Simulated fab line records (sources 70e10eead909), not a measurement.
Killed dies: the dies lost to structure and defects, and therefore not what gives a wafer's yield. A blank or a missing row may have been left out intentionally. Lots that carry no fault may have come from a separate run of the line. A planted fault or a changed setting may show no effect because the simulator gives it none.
A lot that was struck, set against a sound lot    flow nand harc    14 steps out of a route of 1159
Sound: these wafers, L899.1, L899.2, L899.5. The struck wafers were L906.1, L906.2, L906.4. Last of all comes the cause.
Order at every step that has rows: each side's tool, ch and its chambers, its first start. Under that, the readings that differ: sound wafers    struck wafers    difference of the means    sigmas: that difference in standard deviations of wafers without a fault.
alike: words and numbers the same on both sides, and readings whose means are apart by under 2 such deviations; not compared: readings that were withheld, readings missing a value for some wafer, numbers with overlapping values and no deviation given by the record, and bounds like >300 which may hide the same value.
The two part at a step that has a row with sigmas, a row that says differs or no value, or rows on one side only. Numbers that have no deviation but don't overlap get no sigmas and don't part them. A reading missing from all wafers of one side parts the sides only when that side holds two or more wafers.

NHARC_A_BONDPAD_DEP_00: deposits SiCN, target thk 250 nm.
  sound on pecvd-04 ch 0,1,2, day 18 04:01; struck on pecvd-04 ch 0,1
  alike: heater power outer w, heater power w, showerhead vpp V
  not compared: since wet clean h
NHARC_A_BONDPAD_CMP_29: polishes SiCN, target thk 200 nm.
  sound on cmp-01 ch 1,2,3, day 18 04:25; struck on cmp-01 ch 1,2,3, day 21 04:11
  alike: edge zone pressure frac, motor current A
NHARC_A_BONDPAD_THK_MEAS_30: measures by ellipsometry.
  sound: film metro-01 at day 18 04:40; struck: film metro-01 at day 21 04:25
  alike: thk nm
then, 9 steps without rows for these wafers: NHARC_A_BONDPAD_SRD_31; NHARC_A_BONDPAD_DEHYDRATE_01 (time 120 s); NHARC_A_BONDPAD_HMDS_02 (time 30 s); NHARC_A_BONDPAD_COAT_33 (time 65 s); NHARC_A_BONDPAD_COAT_03 (resist thk 600 nm); NHARC_A_BONDPAD_SOFTBAKE_04 (time 70 s); NHARC_A_BONDPAD_EBR_05; NHARC_A_BONDPAD_EXPOSE_06 (exposes mask A BPAD); NHARC_A_BONDPAD_PEB_07 (peb time 80 s).
NHARC_A_BONDPAD_DEVELOP_08: time 50 s.
  sound on litho track-03 ch 0, day 18 05:00; struck on litho track-05, day 21 04:00
  no value came back on the struck wafers for chill plate temp C (C), developer temp C (C); on the sound wafers chill plate temp C (C) reads 23.13 23.01 23.03
NHARC_A_BONDPAD_CD_MEAS_09 targets a cd of 500 nm.
  sound on cd sem-02 ch 0, day 18 05:14; struck on cd sem-02 ch 0, day 21 04:51
  alike: cd nm

== WHERE THEY PART ==
Only at NHARC_A_BONDPAD_DEVELOP_08, within this record. Later steps at which nothing parts them and some readings are alike: NHARC_A_BONDPAD_CD_MEAS_09.

WHY: the cause the simulator had injected
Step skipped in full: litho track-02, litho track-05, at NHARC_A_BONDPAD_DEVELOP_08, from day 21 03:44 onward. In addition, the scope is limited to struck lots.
